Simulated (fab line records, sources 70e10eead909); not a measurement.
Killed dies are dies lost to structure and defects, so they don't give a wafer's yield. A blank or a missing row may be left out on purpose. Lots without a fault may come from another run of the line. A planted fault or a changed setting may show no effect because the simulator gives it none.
Chamber matching | flow nand_harc | NHARC_P_ZERO_WELL_DESCUM_39 on rie_diel-02: 4 sister chambers
The step chemistry O2, time 3 s. 14 wafers are shown with their chamber, then 7 later ones without.

WAFERS WITH THEIR CHAMBER
wafer  | chamber | showerhead_plenum_p_Torr (Torr) | drypump_motor_current_A (A) | oes_product_au (a.u.)
L854.1 | 0       | 1.78                            | 6.1                         | 0.987
L854.2 | 1       | 2.00                            | 5.8                         | 0.996
L854.5 | 2       | 1.78                            | 6.4                         | 1.014
L855.1 | 2       | 1.78                            | 6.5                         | 1.026
L855.2 | 3       | 1.88                            | 5.5                         | 1.000
L855.6 | 1       | 2.00                            | 5.8                         | 1.001
L857.1 | 1       | 2.00                            | 5.8                         | 1.017
L857.2 | 0       | 1.78                            | 6.1                         | 1.000
L857.6 | 1       | 2.00                            | 5.9                         | 1.015
L864.4 | 1       | 1.99                            | 5.9                         | 1.008
L864.5 | 0       | 1.77                            | 6.1                         | 1.007
L864.6 | 3       | 1.87                            | 5.5                         | 1.003
L866.3 | 3       | 1.87                            | 5.5                         | 0.989
L866.4 | 1       | 1.99                            | 5.8                         | 1.011

SIGNATURES (means of the wafers above)
reading                  | chamber 0 | chamber 1 | chamber 2 | chamber 3 | scatter within a chamber
showerhead_plenum_p_Torr | 1.7767    | 1.9967    | 1.7800    | 1.8733    | 0.00516
drypump_motor_current_A  | 6.100     | 5.833     | 6.450     | 5.500     | 0.0428
oes_product_au           | 0.99800   | 1.00800   | 1.02000   | 0.99733   | 0.00848
Rule: a wafer's distance from a chamber is the root of the sum, over the readings, of the square of ((its reading less the chamber's mean) divided by the reading's scatter). The wafer belongs to the nearest chamber; if the next one is less than 2 further off, it can't be placed. The scatter: the root of (the sum of the squares of (reading less its chamber's mean) over the shown wafers, divided by (wafers less chambers)).

WAFERS WITHOUT THEIR CHAMBER
wafer  | showerhead_plenum_p_Torr (Torr) | drypump_motor_current_A (A) | oes_product_au (a.u.)
L866.5 | 1.87                            | 5.5                         | 0.991
L869.2 | 1.87                            | 5.5                         | 0.981
L869.5 | 1.87                            | 5.5                         | 0.986
L869.6 | 1.77                            | 6.5                         | 0.998
L872.1 | 1.76                            | 6.1                         | 0.997
L872.4 | 1.86                            | 5.5                         | 0.986
L872.5 | 1.76                            | 6.1                         | 0.989

WHICH CHAMBER EACH WENT THROUGH
wafer  | from the rows above | in truth
L866.5 | 3                   | 3
L869.2 | 3                   | 3
L869.5 | 3                   | 3
L869.6 | 2                   | 2
L872.1 | 0                   | 0
L872.4 | 3                   | 3
L872.5 | 0                   | 0
Placed correctly: 7 of 7. Can't be placed from these rows: 0. Placed wrongly: 0.
